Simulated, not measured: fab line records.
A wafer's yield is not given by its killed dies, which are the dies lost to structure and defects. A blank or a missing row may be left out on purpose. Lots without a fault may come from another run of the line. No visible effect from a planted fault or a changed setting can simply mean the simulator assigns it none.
Chamber matching :: flow n5_finfet :: N5_PASSIVATION_STRIP_14 on rie_diel-05: 4 sister chambers
The step strips in O2. 20 wafers are shown with their chamber, then 10 later ones without.

## WAFERS WITH THEIR CHAMBER
wafer: L077.3
chamber: 1
throttle_valve_pct (%): 16.9
oes_product_au (a.u.): 0.72
drypump_motor_current_A (A): 5.6

wafer: L077.4
chamber: 2
throttle_valve_pct (%): 16.5
oes_product_au (a.u.): 0.96
drypump_motor_current_A (A): 5.5

wafer: L077.6
chamber: 0
throttle_valve_pct (%): 16.4
oes_product_au (a.u.): 0.90
drypump_motor_current_A (A): 5.3

wafer: L075.2
chamber: 2
throttle_valve_pct (%): 16.5
oes_product_au (a.u.): 0.95
drypump_motor_current_A (A): 5.5

wafer: L075.5
chamber: 1
throttle_valve_pct (%): 16.9
oes_product_au (a.u.): 0.72
drypump_motor_current_A (A): 5.7

wafer: L075.6
chamber: 2
throttle_valve_pct (%): 16.5
oes_product_au (a.u.): 0.95
drypump_motor_current_A (A): 5.5

wafer: L074.2
chamber: 2
throttle_valve_pct (%): 16.5
oes_product_au (a.u.): 0.92
drypump_motor_current_A (A): 5.5

wafer: L074.3
chamber: 0
throttle_valve_pct (%): 16.4
oes_product_au (a.u.): 0.88
drypump_motor_current_A (A): 5.4

wafer: L074.4
chamber: 1
throttle_valve_pct (%): 16.8
oes_product_au (a.u.): 0.72
drypump_motor_current_A (A): 5.6

wafer: L079.1
chamber: 2
throttle_valve_pct (%): 16.5
oes_product_au (a.u.): 0.94
drypump_motor_current_A (A): 5.5

wafer: L079.4
chamber: 3
throttle_valve_pct (%): 17.2
oes_product_au (a.u.): 0.69
drypump_motor_current_A (A): 5.1

wafer: L079.6
chamber: 1
throttle_valve_pct (%): 16.9
oes_product_au (a.u.): 0.72
drypump_motor_current_A (A): 5.6

wafer: L082.2
chamber: 0
throttle_valve_pct (%): 16.4
oes_product_au (a.u.): 0.90
drypump_motor_current_A (A): 5.3

wafer: L082.3
chamber: 2
throttle_valve_pct (%): 16.5
oes_product_au (a.u.): 0.93
drypump_motor_current_A (A): 5.5

wafer: L082.6
chamber: 3
throttle_valve_pct (%): 17.3
oes_product_au (a.u.): 0.69
drypump_motor_current_A (A): 5.1

wafer: L081.2
chamber: 0
throttle_valve_pct (%): 16.4
oes_product_au (a.u.): 0.89
drypump_motor_current_A (A): 5.4

wafer: L081.4
chamber: 1
throttle_valve_pct (%): 16.9
oes_product_au (a.u.): 0.71
drypump_motor_current_A (A): 5.6

wafer: L081.6
chamber: 2
throttle_valve_pct (%): 16.5
oes_product_au (a.u.): 0.94
drypump_motor_current_A (A): 5.5

wafer: L085.2
chamber: 3
throttle_valve_pct (%): 17.3
oes_product_au (a.u.): 0.70
drypump_motor_current_A (A): 5.1

wafer: L085.4
chamber: 0
throttle_valve_pct (%): 16.4
oes_product_au (a.u.): 0.88
drypump_motor_current_A (A): 5.4

SIGNATURES (averages over the wafers above)
reading: throttle_valve_pct
chamber 0: 16.400
chamber 1: 16.880
chamber 2: 16.500
chamber 3: 17.267
scatter within a chamber: 0.0303

reading: oes_product_au
chamber 0: 0.8900
chamber 1: 0.7180
chamber 2: 0.9414
chamber 3: 0.6933
scatter within a chamber: 0.0101

reading: drypump_motor_current_A
chamber 0: 5.360
chamber 1: 5.620
chamber 2: 5.500
chamber 3: 5.100
scatter within a chamber: 0.0354
Rule: distance of a wafer from a chamber = root of the sum over the readings of ((wafer's reading minus chamber's mean) / reading's scatter) squared. If the next closest chamber is less than 2 further off than the closest, the wafer can't be placed; otherwise it belongs to the closest. The scatter: the root of (the sum of the squares of (reading less its chamber's mean) over the shown wafers, divided by (wafers less chambers)).

## WAFERS WITHOUT THEIR CHAMBER
wafer: L085.5
throttle_valve_pct (%): 16.9
oes_product_au (a.u.): 0.71
drypump_motor_current_A (A): 5.6

wafer: L087.3
throttle_valve_pct (%): 16.5
oes_product_au (a.u.): 0.91
drypump_motor_current_A (A): 5.5

wafer: L087.4
throttle_valve_pct (%): 16.4
oes_product_au (a.u.): 0.86
drypump_motor_current_A (A): 5.4

wafer: L087.6
throttle_valve_pct (%): 16.4
oes_product_au (a.u.): 0.87
drypump_motor_current_A (A): 5.4

wafer: L089.1
throttle_valve_pct (%): 17.3
oes_product_au (a.u.): 0.68
drypump_motor_current_A (A): 5.1

wafer: L089.4
throttle_valve_pct (%): 16.4
oes_product_au (a.u.): 0.84
drypump_motor_current_A (A): 5.3

wafer: L089.6
throttle_valve_pct (%): 17.3
oes_product_au (a.u.): 0.68
drypump_motor_current_A (A): 5.1

wafer: L093.3
throttle_valve_pct (%): 16.4
oes_product_au (a.u.): 0.84
drypump_motor_current_A (A): 5.4

wafer: L093.4
throttle_valve_pct (%): 16.9
oes_product_au (a.u.): 0.97
drypump_motor_current_A (A): 5.0

wafer: L093.6
throttle_valve_pct (%): 16.5
oes_product_au (a.u.): 0.86
drypump_motor_current_A (A): 5.5

## WHICH CHAMBER EACH WENT THROUGH
wafer: L085.5
from the rows above: 1
in truth: 1

wafer: L087.3
from the rows above: 2
in truth: 2

wafer: L087.4
from the rows above: 0
in truth: 0

wafer: L087.6
from the rows above: 0
in truth: 0

wafer: L089.1
from the rows above: 3
in truth: 3

wafer: L089.4
from the rows above: 0
in truth: 0

wafer: L089.6
from the rows above: 3
in truth: 3

wafer: L093.3
from the rows above: 0
in truth: 0

wafer: L093.4
from the rows above: can't be placed: 2 or 0
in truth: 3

wafer: L093.6
from the rows above: 0
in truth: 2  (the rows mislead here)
Correct placement for 8 of the 10. Cannot be placed on the basis of these rows: 1; the candidates contain the true chamber in 0. Wrongly placed: 1.
